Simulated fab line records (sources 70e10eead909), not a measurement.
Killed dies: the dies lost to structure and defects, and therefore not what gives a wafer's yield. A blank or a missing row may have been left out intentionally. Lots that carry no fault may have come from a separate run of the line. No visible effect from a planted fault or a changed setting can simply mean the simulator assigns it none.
fab line records -- flow nand_harc
record: lots: 24, wafers: 72, last_day: 24
route steps=1159 shown A_SLIT@780 A_WL_FILL@823 A_CONTACT@842
lots with no fault: from the same line, run without faults
start_h: hours from the record's opening day to when the first of the lot's shown wafers began -- wait_h: how many hours have passed since the lot's step before this one -- " the same as in the row above -- L1.1+2: a row that stands for several wafers -- - no value, or no start was given -- * or withheld: withheld -- < > ~ a bound
route shown NAME@n: names a module that has steps shown in the file, with the first one's number in the route -- usual: average and standard deviation across the fault-free wafers -- same: alike in all rows -- chamber/n: place in a boat -- sites: readings site by site -- _std_site: the values' standard deviation -- _edge_site: inner sites' mean taken away from outer sites' mean -- radius_mm: for every site, how far away it sits from the centre of the wafer -- mask NAME#n: copy n -- behind: tool/chamber where the wafer was last shaped -- hold: the reason the lot was held/the length of the hold in hours/how it ended -- device: the n, p or np transistor that did not switch -- end of line: the tests these same wafers got at the end of their route -- step lacking rows: just its recipe -- killed: dies lost to structure and defects at the first sort, not the wafer's yield -- map: shows each die of a wafer: x if killed, . if not, _ if none is there
set.NAME: setting as actually run; set.NAME@STEP: the setting as run at that earlier step -- model.NAME: the simulator's own value behind a step, which no gauge read
the route's steps for a sample of lots (tables are steps, rows are wafers)
services: from which hour (start_h, from the record's first day; less than 0 if before it) a tool's chamber was out of use, for how many hours, and why
== steps ==
step: NHARC_A_SLIT_DEP_00
recipe: target_thk_a: 32000, temp_c: 400, material: aC
usual: throttle_valve_pct: 34.999/0.01
lot.wafer,tool,chamber,start_h,wait_h,throttle_valve_pct
L074.1,acl_dep-01,0,307.72,-,34.994
L074.5,acl_dep-01,0,309.03,-,34.985
L074.6,acl_dep-01,0,309.03,-,35.022
L076.4,acl_dep-03,0,328.17,1.7,34.999
L076.5,acl_dep-03,0,328.17,1.7,35.018
L076.6,acl_dep-03,0,328.17,1.7,35.003
L078.1,acl_dep-03,0,331.61,-,35.006
L078.5,acl_dep-03,0,332.92,-,34.998
L078.6,acl_dep-03,0,332.92,-,34.997
L075.1,acl_dep-01,0,331.62,-,34.997
L075.3,acl_dep-01,0,331.62,-,34.999
L075.6,acl_dep-01,0,333.28,-,35.007
L077.1,acl_dep-03,0,333.57,-,34.991
L077.4,acl_dep-03,0,334.57,-,35.011
L077.6,acl_dep-03,0,334.57,-,35.011
L079.1,acl_dep-02,0,343.71,-,34.992
L079.2,acl_dep-02,0,343.71,-,34.993
L079.6,acl_dep-02,0,345.34,-,35.012
L082.1,acl_dep-02,0,365.35,-,34.994
L082.4,acl_dep-02,0,365.35,-,34.993
L082.6,acl_dep-02,0,365.35,-,34.993
L084.2,acl_dep-01,0,365.92,-,35.008
L084.4,acl_dep-01,0,365.92,-,35.009
L084.6,acl_dep-01,0,365.92,-,34.988
L080.1,acl_dep-01,0,369.53,-,34.998
L080.3,acl_dep-01,0,369.53,-,35.002
L080.5,acl_dep-01,0,369.53,-,35.010
L081.2,acl_dep-02,0,369.87,-,34.998
L081.3,acl_dep-02,0,369.87,-,34.989
L081.6,acl_dep-02,0,369.87,-,34.984
L083.1,acl_dep-02,0,371.51,-,34.997
L083.2,acl_dep-02,0,371.51,-,35.001
L083.6,acl_dep-02,0,373.16,-,35.016
L086.1,acl_dep-02,0,397.65,-,34.982
L086.2,acl_dep-02,0,397.65,-,34.995
L086.5,acl_dep-02,0,398.98,-,34.980
L087.1,acl_dep-03,0,397.76,-,35.008
L087.4,acl_dep-03,0,397.76,-,35.005
L087.6,acl_dep-03,0,397.76,-,35.003
L089.1,acl_dep-02,0,399.64,-,34.989
L089.4,acl_dep-02,0,399.64,-,34.998
L089.6,acl_dep-02,0,399.64,-,34.987
L088.2,acl_dep-03,0,400.03,-,34.997
L088.3,acl_dep-03,0,400.03,-,35.003
L088.6,acl_dep-03,0,400.03,-,34.998
L085.1,acl_dep-01,0,400.75,-,35.006
L085.2,acl_dep-01,0,400.75,-,34.993
L085.3,acl_dep-01,0,400.75,-,35.009
L090.1,acl_dep-01,0,410.60,-,35.017
L090.3,acl_dep-01,0,410.60,-,35.020
L090.6,acl_dep-01,0,410.60,-,35.009
L091.4,acl_dep-02,0,411.45,-,34.992
L091.5,acl_dep-02,0,411.45,-,34.997
L091.6,acl_dep-02,0,411.45,-,34.989
L093.2,acl_dep-02,0,423.89,-,34.990
L093.3,acl_dep-02,0,423.89,-,35.005
L093.4,acl_dep-02,0,423.89,-,35.017
L092.3,acl_dep-03,0,424.45,-,34.994
L092.4,acl_dep-03,0,424.45,-,34.987
L092.6,acl_dep-03,0,424.45,-,35.004
L095.1,acl_dep-02,0,438.42,-,34.998
L095.3,acl_dep-02,0,438.42,-,35.003
L095.6,acl_dep-02,0,438.42,-,34.999
L094.1,acl_dep-01,0,438.42,-,34.996
L094.2,acl_dep-01,0,438.42,-,34.988
L094.5,acl_dep-01,0,438.42,-,35.005
L096.1,acl_dep-02,0,456.50,-,34.989
L096.2,acl_dep-02,0,456.50,-,34.974
L096.6,acl_dep-02,0,458.17,-,35.014
L097.3,acl_dep-01,0,457.57,-,35.008
L097.4,acl_dep-01,0,457.57,-,34.980
L097.6,acl_dep-01,0,457.57,-,34.992
step: NHARC_A_SLIT_DEP_23
recipe: target_thk_a: 1000, target_thk_nm: 100, temp_c: 400, pressure_torr: 3.5, flow_sccm: 200, rf_w: 350, material: SiON
usual: heater_power_outer_w: 463/67, heater_power_w: 791/130, rf_fwd_power_W: 348.2/1.1
lot.wafer,tool,chamber,start_h,wait_h,heater_power_outer_w,heater_power_w,rf_fwd_power_W
L074.1,pecvd-02,0,309.77,1.7,422,659,346.4
L074.6,pecvd-02,1,309.77,1.7,547,973,348.9
L074.5,pecvd-02,0,309.77,1.7,408,661,346.7
L076.6,pecvd-02,2,329.28,0.1,441,750,347.7
L076.5,pecvd-02,0,329.28,0.1,378,636,349.1
L076.4,pecvd-02,1,329.28,0.1,467,892,348.0
L078.1,pecvd-04,1,333.59,1.7,434,796,350.1
L078.6,pecvd-04,1,333.59,1.7,445,821,349.9
L078.5,pecvd-04,2,333.59,1.7,418,702,347.7
L075.1,pecvd-01,2,333.67,1.7,459,727,346.9
L075.3,pecvd-01,0,333.67,1.7,463,696,348.6
L075.6,pecvd-01,0,333.67,1.7,466,712,348.1
L077.1,pecvd-04,0,335.61,1.7,520,896,347.5
L077.6,pecvd-04,0,335.61,1.7,532,917,347.2
L077.4,pecvd-04,1,335.61,1.7,401,758,348.6
L079.1,pecvd-04,0,345.68,1.6,648,1026,349.4
L079.2,pecvd-04,1,345.68,1.6,431,785,350.3
L079.6,pecvd-04,1,345.68,1.6,424,787,349.6
L082.1,pecvd-02,0,367.32,1.6,414,667,346.5
L082.4,pecvd-02,0,367.32,1.6,417,660,349.0
L082.6,pecvd-02,2,367.32,1.6,414,723,347.9
L084.2,pecvd-02,2,367.58,1.3,426,757,348.8
L084.4,pecvd-02,2,367.58,1.3,427,763,349.1
L084.6,pecvd-02,0,367.58,1.3,360,568,347.2
L080.1,pecvd-02,2,371.53,1.7,472,835,347.3
L080.3,pecvd-02,0,371.53,1.7,425,697,348.2
L080.5,pecvd-02,1,371.53,1.7,557,999,347.8
L081.2,pecvd-02,2,371.73,1.5,400,720,349.1
L081.3,pecvd-02,0,371.73,1.5,425,679,348.3
L081.6,pecvd-02,2,371.73,1.5,406,734,349.7
L083.1,pecvd-01,2,373.51,1.7,398,646,349.3
L083.2,pecvd-01,0,373.51,1.7,453,672,349.2
L083.6,pecvd-01,1,373.51,1.7,476,815,347.3
L086.2,pecvd-04,0,399.67,1.4,599,937,348.5
L086.1,pecvd-04,2,399.67,1.4,463,802,348.5
L086.5,pecvd-04,1,399.67,1.4,445,777,348.2
L087.1,pecvd-02,2,399.75,1.7,464,811,350.5
L087.4,pecvd-02,2,399.75,1.7,448,818,349.4
L087.6,pecvd-02,0,399.75,1.7,349,567,347.7
L088.3,pecvd-04,0,401.69,1.0,571,933,347.4
L088.2,pecvd-04,2,401.69,1.0,405,707,347.5
L088.6,pecvd-04,1,401.69,1.0,447,804,348.8
L089.1,pecvd-02,1,401.70,1.7,575,1040,347.0
L089.4,pecvd-02,2,401.70,1.7,418,731,351.5
L089.6,pecvd-02,1,401.70,1.7,574,1038,347.8
L085.2,pecvd-02,1,402.88,1.5,531,974,347.7
L085.3,pecvd-02,2,402.88,1.5,496,861,349.4
L085.1,pecvd-02,0,402.88,1.5,424,668,349.8
L091.5,pecvd-02,2,412.58,0.5,458,808,349.0
L091.6,pecvd-02,0,412.58,0.5,391,618,347.4
L091.4,pecvd-02,1,412.58,0.5,572,1035,350.1
L090.1,pecvd-01,2,412.64,1.7,407,635,348.6
L090.3,pecvd-01,1,412.64,1.7,469,807,348.8
L090.6,pecvd-01,1,412.64,1.7,474,817,347.4
L093.3,pecvd-02,2,425.57,1.0,435,774,349.1
L093.2,pecvd-02,0,425.57,1.0,410,664,346.4
L093.4,pecvd-02,1,425.57,1.0,515,940,347.2
L092.3,pecvd-04,2,425.85,1.1,419,721,346.6
L092.4,pecvd-04,0,425.85,1.1,533,871,348.3
L092.6,pecvd-04,1,425.85,1.1,478,842,347.8
L095.3,pecvd-02,2,440.43,1.0,498,817,349.3
L095.1,pecvd-02,0,440.43,1.0,425,640,348.6
L095.6,pecvd-02,1,440.43,1.0,571,1052,347.3
L094.2,pecvd-02,0,440.61,1.5,426,654,347.0
L094.1,pecvd-02,1,440.61,1.5,578,1031,349.1
L094.5,pecvd-02,1,440.61,1.5,569,1025,349.6
L096.2,pecvd-01,0,458.55,1.4,469,726,348.4
L096.1,pecvd-01,1,458.55,1.4,445,759,348.4
L096.6,pecvd-01,2,458.55,1.4,452,712,346.2
L097.3,pecvd-04,0,458.93,1.0,535,907,347.2
L097.6,pecvd-04,2,458.93,1.0,412,714,347.4
L097.4,pecvd-04,1,458.93,1.0,481,829,351.2
step: NHARC_A_SLIT_CD_MEAS_09
recipe: target_cd_nm: 300, landing_energy_ev: 500
usual: cd_nm: 299.9/0.72
lot.wafer,tool,chamber,start_h,wait_h,cd_nm
L074.1,cd_sem-02,0,310.39,-,300.3
L074.5,cd_sem-02,0,310.39,-,299.9
L074.6,cd_sem-02,0,310.39,-,300.0
L076.4,cd_sem-02,0,329.88,-,299.1
L076.5,cd_sem-02,0,329.88,-,298.6
L076.6,cd_sem-02,0,329.88,-,299.4
L078.1,cd_sem-03,0,334.15,-,299.5
L078.5,cd_sem-03,0,334.15,-,299.5
L078.6,cd_sem-03,0,334.15,-,299.6
L075.1,cd_sem-02,0,334.33,-,299.2
L075.3,cd_sem-02,0,334.33,-,301.3
L075.6,cd_sem-02,0,334.33,-,299.9
L077.1,cd_sem-01,0,336.27,-,299.5
L077.4,cd_sem-01,0,336.27,-,299.5
L077.6,cd_sem-01,0,336.27,-,299.3
L079.1,cd_sem-03,0,346.36,-,300.8
L079.2,cd_sem-03,0,346.36,-,300.9
L079.6,cd_sem-03,0,346.36,-,300.7
L082.1,cd_sem-03,0,367.87,-,298.7
L082.4,cd_sem-03,0,367.87,-,299.3
L082.6,cd_sem-03,0,367.87,-,299.3
L084.2,cd_sem-03,0,372.21,-,298.9
L084.4,cd_sem-03,0,372.21,-,300.2
L084.6,cd_sem-03,0,372.21,-,298.5
L080.1,cd_sem-01,0,372.24,-,300.2
L080.3,cd_sem-01,0,372.24,-,300.0
L080.5,cd_sem-01,0,372.24,-,300.1
L081.2,cd_sem-02,0,372.27,-,299.7
L081.3,cd_sem-02,0,372.27,-,300.3
L081.6,cd_sem-02,0,372.27,-,299.6
L083.1,cd_sem-02,0,374.07,-,299.0
L083.2,cd_sem-02,0,374.07,-,300.5
L083.6,cd_sem-02,0,374.07,-,300.4
L086.1,cd_sem-01,0,400.35,-,300.1
L086.2,cd_sem-01,0,400.35,-,300.1
L086.5,cd_sem-01,0,400.35,-,300.3
L087.1,cd_sem-02,0,400.50,-,300.4
L087.4,cd_sem-02,0,400.50,-,299.6
L087.6,cd_sem-02,0,400.50,-,299.0
L089.1,cd_sem-02,0,402.20,-,299.9
L089.4,cd_sem-02,0,402.20,-,299.6
L089.6,cd_sem-02,0,402.20,-,300.6
L088.2,cd_sem-02,0,402.38,-,300.4
L088.3,cd_sem-02,0,402.38,-,300.3
L088.6,cd_sem-02,0,402.38,-,300.6
L085.1,cd_sem-01,0,403.56,-,299.4
L085.2,cd_sem-01,0,403.56,-,298.9
L085.3,cd_sem-01,0,403.56,-,299.2
L091.4,cd_sem-03,0,413.06,-,298.9
L091.5,cd_sem-03,0,413.06,-,299.7
L091.6,cd_sem-03,0,413.06,-,300.3
L090.1,cd_sem-01,0,413.31,-,300.3
L090.3,cd_sem-01,0,413.31,-,299.1
L090.6,cd_sem-01,0,413.31,-,298.7
L093.2,cd_sem-02,0,426.22,-,301.0
L093.3,cd_sem-02,0,426.22,-,299.8
L093.4,cd_sem-02,0,426.22,-,299.1
L092.3,cd_sem-03,0,426.48,-,300.9
L092.4,cd_sem-03,0,426.48,-,300.0
L092.6,cd_sem-03,0,426.48,-,299.9
L095.1,cd_sem-02,0,441.08,-,299.9
L095.3,cd_sem-02,0,441.08,-,300.0
L095.6,cd_sem-02,0,441.08,-,300.1
L094.1,cd_sem-03,0,441.25,-,299.2
L094.2,cd_sem-03,0,441.25,-,298.6
L094.5,cd_sem-03,0,441.25,-,298.8
L096.1,cd_sem-01,0,459.21,-,301.0
L096.2,cd_sem-01,0,459.21,-,299.6
L096.6,cd_sem-01,0,459.21,-,299.6
L097.3,cd_sem-03,0,459.46,-,301.4
L097.4,cd_sem-03,0,459.46,-,300.3
L097.6,cd_sem-03,0,459.46,-,301.1
step: NHARC_A_SLIT_ETCH_26
recipe: bias_v: 400, source_w: 2000, pressure_mtorr: 25, time_s: 90, ar_flow_sccm: 375, c4f8_flow_sccm: 41.7, o2_flow_sccm: 83.3, target_depth_a: 4000, chemistry: C4F8/O2/Ar
usual: drypump_motor_current_A: 6.0/0.39, rf_fwd_power_W: 1988/6.8, showerhead_plenum_p_Torr: 3.68/0.15, throttle_valve_pct: 27.619/0.0095
lot.wafer,tool,chamber,start_h,wait_h,drypump_motor_current_A,rf_fwd_power_W,rf_hours_counter_h,showerhead_plenum_p_Torr,throttle_valve_pct
L074.1,har_etch-02,1,314.27,1.0,5.6,1995,162,3.89,27.620
L074.6,har_etch-02,0,314.27,1.0,5.9,1982,-,3.54,27.606
L074.5,har_etch-02,1,314.27,1.0,5.6,1996,-,3.89,27.613
L076.4,har_etch-01,1,334.52,0.8,6.5,1990,-,3.56,27.624
L076.6,har_etch-01,1,334.52,0.8,6.6,1993,-,3.56,27.610
L076.5,har_etch-01,0,334.52,0.8,5.7,1987,-,3.83,27.607
L078.1,har_etch-01,1,336.64,1.0,6.5,1985,12,3.56,27.604
L078.6,har_etch-01,0,336.64,1.0,5.7,1985,-,3.82,27.618
L078.5,har_etch-01,1,336.64,1.0,6.6,1987,-,3.56,27.598
L075.1,har_etch-01,0,338.32,1.0,5.8,1984,14,3.82,27.609
L075.3,har_etch-01,0,338.32,1.0,5.8,1996,-,3.82,27.617
L075.6,har_etch-01,0,338.32,1.0,5.7,1988,-,3.82,27.596
L077.1,har_etch-01,0,339.94,1.2,5.7,1974,15,3.82,27.619
L077.4,har_etch-01,1,339.94,1.2,6.6,1987,-,3.55,27.619
L077.6,har_etch-01,0,339.94,1.2,5.7,1981,-,3.82,27.613
L079.2,har_etch-02,1,348.79,1.2,5.6,1986,181,3.87,27.630
L079.1,har_etch-02,0,348.79,1.2,5.9,1996,181,3.53,27.621
L079.6,har_etch-02,0,348.79,1.2,5.9,1988,-,3.53,27.621
L082.1,har_etch-02,1,370.30,1.2,5.6,1987,186,3.87,27.623
L082.4,har_etch-02,1,370.30,1.2,5.6,1981,-,3.87,27.613
L082.6,har_etch-02,1,370.30,1.2,5.6,1990,-,3.87,27.607
L084.2,har_etch-01,1,374.68,1.0,6.5,1986,28,3.55,27.638
L084.4,har_etch-01,1,374.68,1.0,6.6,1986,-,3.55,27.603
L084.6,har_etch-01,0,374.68,1.0,5.7,1988,-,3.81,27.613
L080.1,har_etch-02,1,374.69,1.2,5.5,1997,188,3.87,27.608
L080.3,har_etch-02,1,374.69,1.2,5.5,1989,-,3.87,27.621
L080.5,har_etch-02,1,374.69,1.2,5.5,1987,-,3.87,27.622
L081.2,har_etch-01,1,376.33,1.2,6.6,1984,30,3.55,27.621
L081.3,har_etch-01,0,376.33,1.2,5.7,1988,-,3.81,27.618
L081.6,har_etch-01,0,376.33,1.2,5.7,1984,-,3.81,27.614
L083.1,har_etch-02,0,376.55,1.3,5.9,1994,189,3.52,27.629
L083.2,har_etch-02,1,376.55,1.3,5.6,1977,189,3.87,27.628
L083.6,har_etch-02,0,376.55,1.3,5.9,1992,-,3.52,27.630
L086.1,har_etch-01,1,404.61,1.2,6.6,1995,47,3.54,27.620
L086.2,har_etch-01,0,404.61,1.2,5.7,1981,47,3.80,27.615
L086.5,har_etch-01,1,404.61,1.2,6.6,1986,-,3.54,27.628
L087.1,har_etch-02,1,404.68,1.0,5.5,1992,206,3.86,27.615
L087.4,har_etch-02,0,404.68,1.0,5.9,1994,-,3.51,27.611
L087.6,har_etch-02,1,404.68,1.0,5.6,1995,-,3.86,27.618
L089.1,har_etch-01,1,406.27,1.2,6.6,1993,49,3.54,27.615
L089.4,har_etch-01,0,406.27,1.2,5.7,1982,-,3.80,27.615
L089.6,har_etch-01,1,406.27,1.2,6.6,1982,-,3.54,27.634
L088.2,har_etch-02,0,406.37,1.0,5.9,1982,208,3.51,27.627
L088.3,har_etch-02,1,406.37,1.0,5.6,1999,-,3.86,27.627
L088.6,har_etch-02,0,406.37,1.0,5.9,1995,-,3.51,27.623
L085.1,har_etch-01,0,407.98,1.3,5.7,1988,50,3.80,27.631
L085.2,har_etch-01,1,407.98,1.3,6.6,1992,50,3.53,27.623
L085.3,har_etch-01,1,407.98,1.3,6.6,1983,-,3.54,27.622
L091.4,har_etch-02,1,415.57,0.8,5.6,1979,-,3.86,27.611
L091.6,har_etch-02,1,415.57,0.8,5.6,1987,-,3.86,27.605
L091.5,har_etch-02,0,415.57,0.8,5.9,1992,-,3.51,27.611
L090.1,har_etch-01,0,415.78,1.3,5.8,1975,52,3.80,27.620
L090.3,har_etch-01,0,415.78,1.3,5.7,1987,-,3.80,27.621
L090.6,har_etch-01,0,415.78,1.3,5.7,1978,-,3.80,27.609
L093.2,har_etch-02,1,428.67,1.2,5.6,1993,215,3.86,27.630
L093.4,har_etch-02,1,428.67,1.2,5.6,1989,-,3.85,27.609
L093.3,har_etch-02,0,428.67,1.2,5.9,1999,-,3.51,27.628
L092.3,har_etch-01,1,429.31,0.8,6.5,1989,-,3.53,27.648
L092.4,har_etch-01,0,429.31,0.8,5.7,1993,-,3.80,27.629
L092.6,har_etch-01,1,429.31,0.8,6.6,1990,-,3.53,27.622
L095.1,har_etch-01,0,443.55,1.0,5.7,1987,62,3.80,27.633
L095.3,har_etch-01,1,443.55,1.0,6.6,1991,-,3.53,27.598
L095.6,har_etch-01,1,443.55,1.0,6.6,2000,-,3.53,27.618
L094.2,har_etch-02,1,443.83,1.2,5.6,1988,224,3.85,27.634
L094.1,har_etch-02,0,443.83,1.2,5.9,1994,224,3.51,27.598
L094.5,har_etch-02,0,443.83,1.2,5.9,1985,-,3.51,27.619
L096.2,har_etch-02,1,461.67,1.3,5.6,1997,230,3.85,27.615
L096.1,har_etch-02,0,461.67,1.3,5.9,1983,230,3.50,27.607
L096.6,har_etch-02,1,461.67,1.3,5.6,2000,-,3.85,27.624
L097.3,har_etch-01,0,462.67,0.8,5.8,1983,-,3.79,27.623
L097.4,har_etch-01,1,462.67,0.8,6.6,1982,-,3.52,27.615
L097.6,har_etch-01,1,462.67,0.8,6.6,1991,-,3.52,27.614
step: NHARC_A_WL_FILL_ETCHBACK_16
recipe: target_depth_a: 880, time_s: 17.6, c4f8_flow_sccm: withheld, o2_flow_sccm: 8, ar_flow_sccm: withheld, rf_w: 600, bias_w: 800, chemistry: C4F8/O2/Ar
usual: oes_product_au: 0.99/0.03, rf_fwd_power_W: 587.6/2.6, rf_vpp_V: 723/4.5
lot.wafer,tool,chamber,start_h,wait_h,oes_product_au,rf_fwd_power_W,rf_hours_counter_h,rf_vpp_V
L074.1,rie_diel-06,2,-,-,1.01,587.7,2.3,726
L074.5,rie_diel-06,2,-,-,1.01,585.6,-,726
L074.6,rie_diel-06,3,-,-,1.00,588.1,-,730
L076.4,rie_diel-09,2,-,-,1.02,586.8,3.6,717
L076.6,rie_diel-09,0,-,-,0.98,592.4,-,720
L076.5,rie_diel-09,1,-,-,1.03,589.8,-,716
L075.3,rie_diel-06,0,-,-,0.98,589.1,2.8,725
L075.1,rie_diel-06,2,-,-,1.01,584.2,2.8,727
L075.6,rie_diel-06,0,-,-,0.99,589.8,-,728
L077.4,rie_diel-08,2,-,-,0.97,587.3,2.9,724
L077.1,rie_diel-08,0,-,-,0.97,589.7,3.3,727
L077.6,rie_diel-08,2,-,-,0.96,585.0,-,724
L078.1,rie_diel-06,2,-,-,1.00,586.0,2.8,725
L078.6,rie_diel-06,3,-,-,0.99,585.8,-,729
L078.5,rie_diel-06,0,-,-,0.98,590.6,-,726
L079.2,rie_diel-06,2,-,-,0.93,586.9,2.8,727
L079.1,rie_diel-06,1,-,-,0.93,592.2,2.8,723
L079.6,rie_diel-06,3,-,-,0.93,588.0,-,729
L082.1,rie_diel-09,2,-,-,1.02,584.2,4.8,718
L082.4,rie_diel-09,0,-,-,0.98,591.3,5.2,720
L082.6,rie_diel-09,2,-,-,1.02,584.4,-,720
L084.2,rie_diel-09,1,-,-,0.96,587.4,5.2,718
L084.4,rie_diel-09,3,-,-,0.93,587.1,4.9,721
L084.6,rie_diel-09,2,-,-,0.94,587.0,-,716
L081.2,rie_diel-09,0,-,-,0.98,590.8,5.6,720
L081.3,rie_diel-09,1,-,-,1.03,585.5,5.2,715
L081.6,rie_diel-09,1,-,-,1.03,585.1,-,715
L080.3,rie_diel-08,2,-,-,0.99,584.6,6.2,725
L080.1,rie_diel-08,0,-,-,0.98,589.2,6.8,726
L080.5,rie_diel-08,2,-,-,0.99,585.8,-,723
L083.1,rie_diel-09,1,-,-,1.03,587.0,5.2,717
L083.2,rie_diel-09,2,-,-,1.03,585.0,5.4,717
L083.6,rie_diel-09,0,-,-,0.97,587.2,-,718
L086.1,rie_diel-08,3,-,-,0.99,588.0,7.7,727
L086.2,rie_diel-08,0,-,-,0.96,588.0,7.9,724
L086.5,rie_diel-08,3,-,-,1.00,589.7,-,729
L087.4,rie_diel-06,2,-,-,0.97,586.5,0.0,726
L087.1,rie_diel-06,3,-,-,0.99,587.8,0.0,729
L087.6,rie_diel-06,3,-,-,0.99,588.4,-,731
L085.1,rie_diel-06,0,-,-,1.00,591.4,0.1,728
L085.3,rie_diel-06,1,-,-,1.00,588.7,0.1,721
L085.2,rie_diel-06,3,-,-,0.99,584.6,0.2,730
L088.3,rie_diel-06,2,-,-,0.97,582.4,0.2,726
L088.2,rie_diel-06,3,-,-,0.99,584.8,0.2,730
L088.6,rie_diel-06,3,-,-,0.99,587.3,-,730
L089.1,rie_diel-08,0,-,-,0.96,593.5,9.0,724
L089.4,rie_diel-08,2,-,-,0.97,587.0,8.7,722
L089.6,rie_diel-08,3,-,-,0.97,586.0,-,728
L091.4,rie_diel-08,0,-,-,0.97,590.5,9.0,725
L091.6,rie_diel-08,0,-,-,0.96,589.8,-,725
L091.5,rie_diel-08,1,-,-,1.00,585.7,-,723
L090.3,rie_diel-06,1,-,-,1.00,589.6,0.3,722
L090.1,rie_diel-06,2,-,-,0.97,584.9,0.3,726
L090.6,rie_diel-06,2,-,-,0.97,585.3,-,727
L093.4,rie_diel-06,1,-,-,0.93,586.4,0.4,719
L093.2,rie_diel-06,2,-,-,0.91,587.5,0.5,726
L093.3,rie_diel-06,3,-,-,0.92,586.4,0.5,729
L092.3,rie_diel-09,1,-,-,1.04,588.2,0.5,716
L092.4,rie_diel-09,1,-,-,1.03,588.0,-,716
L092.6,rie_diel-09,3,-,-,1.02,589.8,-,720
L094.2,rie_diel-06,3,-,-,0.99,589.1,0.9,728
L094.1,rie_diel-06,2,-,-,0.99,584.6,0.9,725
L094.5,rie_diel-06,3,-,-,0.99,589.4,-,728
L095.3,rie_diel-09,2,-,-,1.02,589.0,1.2,719
L095.1,rie_diel-09,0,-,-,0.99,590.7,1.2,720
L095.6,rie_diel-09,2,-,-,1.01,588.3,-,716
L096.2,rie_diel-09,3,-,-,1.03,585.4,1.7,721
L096.1,rie_diel-09,0,-,-,1.00,589.7,1.7,718
L096.6,rie_diel-09,0,-,-,0.99,591.0,-,720
L097.3,rie_diel-09,1,-,-,1.03,586.6,2.0,717
L097.4,rie_diel-09,2,-,-,1.02,585.7,1.9,717
L097.6,rie_diel-09,1,-,-,1.02,585.4,-,716
step: NHARC_A_CONTACT_DEP_28
recipe: target_thk_a: 36000, temp_c: 400, material: aC
usual: throttle_valve_pct: 34.999/0.0077
lot.wafer,tool,chamber,start_h,wait_h,throttle_valve_pct
L074.1,acl_dep-01,0,351.31,3.1,35.002
L074.5,acl_dep-01,0,352.75,4.5,34.996
L074.6,acl_dep-01,0,352.75,4.5,35.011
L076.4,acl_dep-01,0,374.50,1.7,34.991
L076.5,acl_dep-01,0,374.50,1.7,35.002
L076.6,acl_dep-01,0,374.50,1.7,35.000
L075.1,acl_dep-03,0,378.32,0.1,35.001
L075.3,acl_dep-03,0,378.32,0.1,34.997
L075.6,acl_dep-03,0,380.14,1.9,34.989
L077.1,acl_dep-01,0,379.33,0.8,35.000
L077.4,acl_dep-01,0,380.44,1.9,34.989
L077.6,acl_dep-01,0,380.44,1.9,34.990
L078.1,acl_dep-01,0,383.65,0.1,35.008
L078.5,acl_dep-01,0,385.12,1.5,34.996
L078.6,acl_dep-01,0,385.12,1.5,35.003
L079.1,acl_dep-01,0,388.45,0.5,35.000
L079.2,acl_dep-01,0,388.45,0.5,34.991
L079.6,acl_dep-01,0,390.29,2.4,34.989
L082.1,acl_dep-01,0,406.56,0.1,35.009
L082.4,acl_dep-01,0,407.65,1.1,34.999
L082.6,acl_dep-01,0,407.65,1.1,35.001
L084.2,acl_dep-01,0,417.22,2.6,34.986
L084.4,acl_dep-01,0,417.22,2.6,35.003
L084.6,acl_dep-01,0,417.22,2.6,34.996
L081.2,acl_dep-01,0,419.43,1.2,35.001
L081.3,acl_dep-01,0,419.43,1.2,34.998
L081.6,acl_dep-01,0,420.89,2.7,35.001
L083.1,acl_dep-02,0,419.84,0.9,35.000
L083.2,acl_dep-02,0,419.84,0.9,34.990
L083.6,acl_dep-02,0,421.67,2.8,35.001
L080.1,acl_dep-01,0,423.03,0.1,34.975
L080.3,acl_dep-01,0,423.03,0.1,34.995
L080.5,acl_dep-01,0,423.03,0.1,34.985
L087.1,acl_dep-03,0,443.41,0.1,34.997
L087.4,acl_dep-03,0,444.49,1.1,35.002
L087.6,acl_dep-03,0,444.49,1.1,35.007
L086.1,acl_dep-02,0,443.44,0.1,35.001
L086.2,acl_dep-02,0,443.44,0.1,35.002
L086.5,acl_dep-02,0,444.90,1.5,35.010
L089.1,acl_dep-01,0,451.45,0.1,34.985
L089.4,acl_dep-01,0,452.53,1.1,35.002
L089.6,acl_dep-01,0,452.53,1.1,35.002
L085.1,acl_dep-02,0,452.52,0.6,35.006
L085.2,acl_dep-02,0,452.52,0.6,34.997
L085.3,acl_dep-02,0,452.52,0.6,35.004
L088.2,acl_dep-03,0,456.08,0.4,35.003
L088.3,acl_dep-03,0,456.08,0.4,34.997
L088.6,acl_dep-03,0,457.56,1.9,35.007
L091.4,acl_dep-01,0,460.15,1.2,35.001
L091.5,acl_dep-01,0,460.15,1.2,35.006
L091.6,acl_dep-01,0,460.15,1.2,35.004
L090.1,acl_dep-03,0,461.01,1.1,35.005
L090.3,acl_dep-03,0,461.01,1.1,35.007
L090.6,acl_dep-03,0,462.84,2.9,35.003
L092.3,acl_dep-01,0,469.50,2.1,35.013
L092.4,acl_dep-01,0,469.50,2.1,34.990
L092.6,acl_dep-01,0,469.50,2.1,34.986
L093.2,acl_dep-03,0,469.84,2.2,34.989
L093.3,acl_dep-03,0,469.84,2.2,34.986
L093.4,acl_dep-03,0,469.84,2.2,35.002
L094.1,acl_dep-03,0,487.18,3.1,35.006
L094.2,acl_dep-03,0,487.18,3.1,35.002
L094.5,acl_dep-03,0,488.62,4.5,34.983
L095.1,acl_dep-02,0,488.23,4.1,35.003
L095.3,acl_dep-02,0,488.23,4.1,35.001
L095.6,acl_dep-02,0,490.06,5.9,34.988
L096.1,acl_dep-02,0,501.57,0.1,35.007
L096.2,acl_dep-02,0,501.57,0.1,35.003
L096.6,acl_dep-02,0,503.43,1.9,34.992
L097.3,acl_dep-01,0,506.85,1.0,35.025
L097.4,acl_dep-01,0,506.85,1.0,34.995
L097.6,acl_dep-01,0,506.85,1.0,35.004
== services ==
tool,chamber,start_h,hours,kind
pecvd-01,-,288.33,1.3,repair
acl_dep-01,-,294.72,13.0,pm
rie_diel-08,-,301.80,9.0,pm
pecvd-01,0,303.67,23.3,repair
har_etch-01,-,305.00,17.0,pm
har_etch-02,-,333.15,6.7,repair
pecvd-02,-,334.67,13.0,pm
rie_diel-09,-,349.07,0.5,repair
acl_dep-02,-,350.03,13.0,pm
rie_diel-08,1,374.74,5.0,repair
pecvd-04,-,376.37,13.0,pm
pecvd-04,-,393.66,0.8,repair
acl_dep-03,-,405.62,13.0,pm
acl_dep-01,-,406.06,0.3,repair
rie_diel-06,-,418.20,9.0,pm
pecvd-01,-,418.21,13.0,pm
rie_diel-09,3,419.53,2.0,repair
rie_diel-09,-,431.10,9.0,pm
rie_diel-09,2,450.12,10.6,repair
rie_diel-08,0,451.13,4.8,repair
acl_dep-01,-,476.53,13.0,pm
rie_diel-06,0,478.18,7.4,repair
rie_diel-08,-,478.80,9.0,pm
rie_diel-06,2,503.02,16.0,repair
== key ==
fault none
